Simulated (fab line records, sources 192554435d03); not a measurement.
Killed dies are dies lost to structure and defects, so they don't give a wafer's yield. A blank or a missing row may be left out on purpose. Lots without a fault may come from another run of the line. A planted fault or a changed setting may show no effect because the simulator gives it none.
Which tool did it? | flow n5_finfet | 24 lots, 72 wafers sampled, at 4 steps of a route of 1938

WHAT THE GAUGES READ, wafer by wafer
N5_BEOL_M8_CD_MEAS_35: target cd 40 nm. Usual: cd_nm 40.1 nm, standard deviation 0.5.
lot  | measured     | on        | cd_nm (nm)     | flag
L074 | day 9 11:51  | cd_sem-02 | 40.2 40.5 39.8 |
L077 | day 9 23:10  | cd_sem-02 | 40.2 40.3 39.7 |
L076 | day 10 04:25 | cd_sem-01 | 39.2 40.1 40.5 |
L075 | day 10 07:34 | cd_sem-02 | 39.4 39.7 40.5 |
L078 | day 10 10:49 | cd_sem-02 | 39.8 40.1 40.1 |
L079 | day 10 15:40 | cd_sem-03 | 39.9 40.2 39.4 |
L080 | day 10 15:51 | cd_sem-01 | 40.3 40.4 40.4 |
L081 | day 10 18:41 | cd_sem-01 | 39.6 39.7 39.9 |
L082 | day 11 04:32 | cd_sem-03 | 39.2 39.8 39.3 |
L083 | day 11 11:47 | cd_sem-03 | 40.5 39.4 39.9 |
L085 | day 12 01:07 | cd_sem-03 | 40.5 39.6 39.6 |
L086 | day 12 12:41 | cd_sem-02 | 39.8 40.9 39.5 |
L084 | day 12 21:37 | cd_sem-01 | 40.4 40.1 40.3 |
L088 | day 12 22:22 | cd_sem-03 | 39.3 39.8 39.3 |
L090 | day 12 23:46 | cd_sem-02 | 39.7 39.9 40.2 |
L087 | day 13 00:08 | cd_sem-03 | 40.3 40.1 40.4 |
L089 | day 13 03:19 | cd_sem-02 | 40.7 39.7 39.6 |
L091 | day 13 15:04 | cd_sem-02 | 39.5 40.1 40.4 |
L092 | day 14 00:38 | cd_sem-03 | 39.5 39.9 39.6 |
L093 | day 14 10:41 | cd_sem-01 | 40.6 40.4 40.4 |
L094 | day 14 10:51 | cd_sem-03 | 39.6 40.8 40.4 |
L096 | day 14 18:23 | cd_sem-03 | 40.1 39.8 39.3 |
L095 | day 14 18:44 | cd_sem-02 | 39.4 40.4 40.0 |
L097 | day 15 16:38 | cd_sem-03 | 40.3 40.4 40.5 |

N5_BEOL_M9_OVL_MEAS_12. Usual: M9_OVL -0.2 nm, standard deviation 0.7.
lot  | measured     | on         | M9_OVL (nm)    | flag
L074 | day 9 17:02  | overlay-01 | 0.0 -1.0 0.1   |
L077 | day 10 03:00 | overlay-01 | 0.7 0.6 0.4    |
L076 | day 10 09:02 | overlay-02 | -0.3 -0.7 -0.8 |
L075 | day 10 11:07 | overlay-01 | -1.3 -1.0 -0.8 |
L078 | day 10 15:17 | overlay-01 | -0.3 -0.4 -0.3 |
L079 | day 10 21:10 | overlay-02 | -0.5 -0.2 1.0  |
L080 | day 10 21:20 | overlay-01 | -1.0 -0.2 -0.2 |
L081 | day 10 23:07 | overlay-01 | -1.3 0.6 -0.4  |
L082 | day 11 08:38 | overlay-01 | 0.0 -0.1 0.5   |
L083 | day 11 16:27 | overlay-01 | -0.2 -0.2 0.0  |
L085 | day 12 06:57 | overlay-02 | -0.8 -1.4 -1.1 |
L086 | day 12 18:01 | overlay-01 | -0.8 -0.8 -0.9 |
L084 | day 13 01:40 | overlay-02 | -0.5 -1.5 -0.7 |
L088 | day 13 03:36 | overlay-02 | 0.3 -0.6 1.1   |
L090 | day 13 04:01 | overlay-02 | 1.0 0.1 0.0    |
L087 | day 13 04:11 | overlay-02 | -0.5 -0.3 -0.1 |
L089 | day 13 08:43 | overlay-02 | 0.4 0.1 -0.7   |
L091 | day 13 20:14 | overlay-02 | 0.0 1.0 0.0    |
L092 | day 14 05:29 | overlay-02 | -0.7 0.6 -0.8  |
L093 | day 14 15:48 | overlay-01 | 0.2 -0.5 -0.4  |
L094 | day 14 15:22 | overlay-01 | 0.3 1.6 -0.5   |
L096 | day 14 23:22 | overlay-02 | 0.1 0.5 0.2    |
L095 | day 14 23:33 | overlay-01 | 0.5 0.2 0.3    |
L097 | day 15 22:44 | overlay-02 | -1.7 -0.5 -0.7 |

WHICH TOOL RAN EACH LOT (tool, then ch and the chambers of the sampled wafers, then the start)
lot  | N5_BEOL_M8_CURE_75            | N5_BEOL_M8_ANNEAL_51
L074 | uv_cure-02 ch 0, day 9 11:53  | rtp_anneal-02 ch 0, day 9 14:43
L077 | uv_cure-01 ch 0, day 9 23:35  | rtp_anneal-02 ch 0, day 10 00:59
L076 | uv_cure-02 ch 0, day 10 04:33 | rtp_anneal-01 ch 0, day 10 06:31
L075 | uv_cure-02 ch 0, day 10 08:00 | rtp_anneal-02 ch 0, day 10 09:07
L078 | uv_cure-03 ch 0, day 10 10:58 | rtp_anneal-01 ch 0, day 10 12:27
L079 | uv_cure-02 ch 1, day 10 15:48 | rtp_anneal-01 ch 0, day 10 18:44
L080 | uv_cure-01 ch 1, day 10 15:54 | rtp_anneal-02 ch 0, day 10 18:48
L081 | uv_cure-02 ch 1, day 10 18:43 | rtp_anneal-01 ch 0, day 10 20:01
L082 | uv_cure-03 ch 2, day 11 04:35 | rtp_anneal-01 ch 0, day 11 05:47
L083 | uv_cure-02 ch 1, day 11 11:50 | rtp_anneal-02 ch 0, day 11 13:23
L085 | uv_cure-02 ch 2, day 12 01:12 | rtp_anneal-02 ch 0, day 12 02:54
L086 | uv_cure-01 ch 2, day 12 12:44 | rtp_anneal-02 ch 0, day 12 13:57
L084 | uv_cure-01 ch 2, day 12 21:39 | rtp_anneal-02 ch 0, day 12 23:13
L088 | uv_cure-01 ch 2, day 12 22:28 | rtp_anneal-02 ch 0, day 13 00:13
L090 | uv_cure-02 ch 0, day 12 23:52 | rtp_anneal-01 ch 0, day 13 01:16
L087 | uv_cure-02 ch 0, day 13 00:11 | rtp_anneal-02 ch 0, day 13 01:28
L089 | uv_cure-03 ch 0, day 13 03:27 | rtp_anneal-01 ch 0, day 13 06:37
L091 | uv_cure-03 ch 0, day 13 15:07 | rtp_anneal-02 ch 0, day 13 16:58
L092 | uv_cure-02 ch 1, day 14 00:44 | rtp_anneal-01 ch 0, day 14 02:59
L093 | uv_cure-01 ch 2, day 14 10:43 | rtp_anneal-02 ch 0, day 14 12:59
L094 | uv_cure-02 ch 2, day 14 11:08 | rtp_anneal-02 ch 0, day 14 12:51
L096 | uv_cure-03 ch 0, day 14 18:26 | rtp_anneal-01 ch 0, day 14 20:10
L095 | uv_cure-02 ch 1, day 14 18:50 | rtp_anneal-01 ch 0, day 14 20:35
L097 | uv_cure-02 ch 2, day 15 17:10 | rtp_anneal-01 ch 0, day 15 19:04
- N5_BEOL_M8_CURE_75: cures SiCOH lowk, time 120 s.
- N5_BEOL_M8_ANNEAL_51: time 90 s.

WHAT THE TOOLS THEMSELVES READ (means of the sampled wafers that have a number; where no wafer has one, the mark that the record gives instead)
N5_BEOL_M8_CURE_75. Usual: lamp_power_pct 52.32 %, standard deviation 0.05; wafer_temp_C_max 371.8, standard deviation 0.55.
lot  | tool       | lamp_power_pct (%) | wafer_temp_C_max | flag
L074 | uv_cure-02 | 52.32              | 371.9            |
L077 | uv_cure-01 | 52.32              | 371.0            |
L076 | uv_cure-02 | 52.37              | 371.6            |
L075 | uv_cure-02 | 52.33              | 371.8            |
L078 | uv_cure-03 | 52.36              | 371.1            |
L079 | uv_cure-02 | 52.35              | 371.4            |
L080 | uv_cure-01 | 52.30              | 372.1            |
L081 | uv_cure-02 | 52.30              | 371.8            |
L082 | uv_cure-03 | 52.36              | 372.8            |
L083 | uv_cure-02 | 52.34              | 371.7            |
L085 | uv_cure-02 | 52.31              | 372.0            |
L086 | uv_cure-01 | 52.31              | 371.7            |
L084 | uv_cure-01 | 52.31              | 372.0            |
L088 | uv_cure-01 | 52.34              | 371.9            |
L090 | uv_cure-02 | 52.29              | 371.6            |
L087 | uv_cure-02 | 52.30              | 372.3            |
L089 | uv_cure-03 | 52.30              | 371.4            |
L091 | uv_cure-03 | 52.28              | 371.5            |
L092 | uv_cure-02 | 52.30              | 371.4            |
L093 | uv_cure-01 | 52.33              | 371.8            |
L094 | uv_cure-02 | 52.26              | 371.7            |
L096 | uv_cure-03 | 52.26              | 371.3            |
L095 | uv_cure-02 | 52.29              | 371.5            |
L097 | uv_cure-02 | 52.35              | 371.8            |

N5_BEOL_M8_ANNEAL_51. Usual: wafer_temp_C_max 226.1, standard deviation 0.37.
lot  | tool          | wafer_temp_C_max | flag
L074 | rtp_anneal-02 | 226.4            |
L077 | rtp_anneal-02 | 226.1            |
L076 | rtp_anneal-01 | 225.8            |
L075 | rtp_anneal-02 | 226.4            |
L078 | rtp_anneal-01 | 225.7            |
L079 | rtp_anneal-01 | 226.0            |
L080 | rtp_anneal-02 | 226.3            |
L081 | rtp_anneal-01 | 225.6            |
L082 | rtp_anneal-01 | 225.6            |
L083 | rtp_anneal-02 | 226.1            |
L085 | rtp_anneal-02 | 226.4            |
L086 | rtp_anneal-02 | 226.3            |
L084 | rtp_anneal-02 | 226.5            |
L088 | rtp_anneal-02 | 226.2            |
L090 | rtp_anneal-01 | 225.8            |
L087 | rtp_anneal-02 | 226.0            |
L089 | rtp_anneal-01 | 225.6            |
L091 | rtp_anneal-02 | 226.4            |
L092 | rtp_anneal-01 | 225.8            |
L093 | rtp_anneal-02 | 226.6            |
L094 | rtp_anneal-02 | 226.4            |
L096 | rtp_anneal-01 | 225.6            |
L095 | rtp_anneal-01 | 226.0            |
L097 | rtp_anneal-01 | 225.8            |

THE ANSWER, worked out from the rows above alone
Rule: a lot is off if the mean of its wafers that have a number lies more than 3 standard deviations from the usual mean. A lot without any number at a reading at which 4 lots or more have one is off too. The other lots that the step has rows for count as sound. The gauges are gone through in route order, then the tools' own readings, and for those a lot's mean is taken as printed above. The first step at which some lot is off is used, and at that step the reading that is off furthest; a lot without a number counts as furthest.
No lot is off at any reading shown: from this, nothing can be told.

WHAT THE SIMULATOR HAD PUT IN
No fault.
